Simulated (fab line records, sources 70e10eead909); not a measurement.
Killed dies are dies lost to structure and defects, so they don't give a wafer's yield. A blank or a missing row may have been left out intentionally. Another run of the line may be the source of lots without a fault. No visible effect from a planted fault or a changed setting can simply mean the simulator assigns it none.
Commonality check across tools | flow nandHarc | 12 lots, 36 wafers sampled

## WHY IT WAS OPENED
At NHARC_P_ZERO_WELL_CD_MEAS_52 the reading cdNm is flagged on 1 of 12 lots. No-fault wafers: 1999.8 nm, standard deviation 1.6.
Rule: flag the lot when none of its wafers has a number, or when each of its wafers that has one lies beyond 4 standard deviations from that mean. The other lots count as sound.

lot  | measured    | on       | cdNm (nm), wafer by wafer | flag
L492 | day 1 17:37 | cdSem-01 | 1998.4 2001.7 2000.4      | 
L494 | day 2 05:44 | cdSem-02 | 1999.9 1998.9 1998.4      | 
L495 | day 2 11:38 | cdSem-01 | 1998.2 1996.9 1998.5      | 
L497 | day 2 23:48 | cdSem-03 | 1999.2 1999.7 2000.7      | 
L499 | day 3 11:38 | cdSem-01 | 2000.5 2000.0 1998.1      | 
L501 | day 3 23:37 | cdSem-03 | 1996.8 1997.2 1998.7      | 
L502 | day 4 05:43 | cdSem-01 | 1881.6 1880.9 1883.8      | FLAGGED
L509 | day 5 23:53 | cdSem-02 | 1999.9 1999.8 1999.2      | 
L511 | day 6 12:04 | cdSem-01 | 2002.1 1999.8 2001.9      | 
L512 | day 6 18:01 | cdSem-02 | 1999.8 2001.4 1999.0      | 
L514 | day 7 05:53 | cdSem-01 | 2001.7 2002.2 2001.9      | 
L515 | day 7 11:54 | cdSem-02 | 2001.7 2000.9 2001.6      | 
Average over the flagged lots: 1882.1 nm; offset from the usual -117.7 nm, equal to -74 standard deviations.

## LOT BY LOT: THE TOOL USED
The record holds 1 process step before the reading, out of a route of 1159 steps. Cell contents, in order: the tool; ch with the chambers the sampled wafers went through; the start.
lot  | flag    | NHARC_P_ZERO_WELL_EXPOSE_49
L492 |         | krfScanner-04 ch 0, day 1 17:28
L494 |         | krfScanner-02 ch 0, day 2 05:35
L495 |         | krfScanner-03 ch 0, day 2 11:29
L497 |         | krfScanner-03 ch 0, day 2 23:38
L499 |         | krfScanner-02 ch 0, day 3 11:29
L501 |         | krfScanner-02 ch 0, day 3 23:28
L502 | FLAGGED | krfScanner-02 ch 0, day 4 05:34
L509 |         | krfScanner-02 ch 0, day 5 23:44
L511 |         | krfScanner-04 ch 0, day 6 11:55
L512 |         | krfScanner-04 ch 0, day 6 17:52
L514 |         | krfScanner-02 ch 0, day 7 05:44
L515 |         | krfScanner-04 ch 0, day 7 11:45
What is done by these steps:
- NHARC_P_ZERO_WELL_EXPOSE_49: exposes mask P HVPW, target cd 2000 nm.
- NHARC_P_ZERO_WELL_CD_MEAS_52: target cd 2000 nm.

## FLAGGED OVER TOTAL, TOOL BY TOOL (the gauges that took the reading come last)
step                         | tool          | lots run | flagged | share of the flagged lots | sound lots run after its first flagged lot
NHARC_P_ZERO_WELL_EXPOSE_49  | krfScanner-02 | 6        | 1       | all                       | 2 (L509,L514)
NHARC_P_ZERO_WELL_EXPOSE_49  | krfScanner-03 | 2        | 0       | none                      | -
NHARC_P_ZERO_WELL_EXPOSE_49  | krfScanner-04 | 4        | 0       | none                      | -
NHARC_P_ZERO_WELL_CD_MEAS_52 | cdSem-01      | 6        | 1       | all                       | 2 (L511,L514)
NHARC_P_ZERO_WELL_CD_MEAS_52 | cdSem-02      | 4        | 0       | none                      | -
NHARC_P_ZERO_WELL_CD_MEAS_52 | cdSem-03      | 2        | 0       | none                      | -

## THE TABLE: WHAT IT ALLOWS
krfScanner-02 at NHARC_P_ZERO_WELL_EXPOSE_49 and cdSem-01 at NHARC_P_ZERO_WELL_CD_MEAS_52 are the 2 rows of the table that ran each flagged lot.
- krfScanner-02 at NHARC_P_ZERO_WELL_EXPOSE_49 ran 6 lots, 1 of them flagged. Sound lots ran on it after the first flagged one (L509, L514), which a lasting fault on the whole tool wouldn't allow.
- cdSem-01 at NHARC_P_ZERO_WELL_CD_MEAS_52 ran 6 lots, 1 of them flagged. Sound lots ran on it after the first flagged one (L511, L514), which a lasting fault on the whole tool wouldn't allow.
There is no row in the table that ran each flagged lot and no sound lot after the first.

## WHAT HAD BEEN PUT IN BY THE SIMULATOR
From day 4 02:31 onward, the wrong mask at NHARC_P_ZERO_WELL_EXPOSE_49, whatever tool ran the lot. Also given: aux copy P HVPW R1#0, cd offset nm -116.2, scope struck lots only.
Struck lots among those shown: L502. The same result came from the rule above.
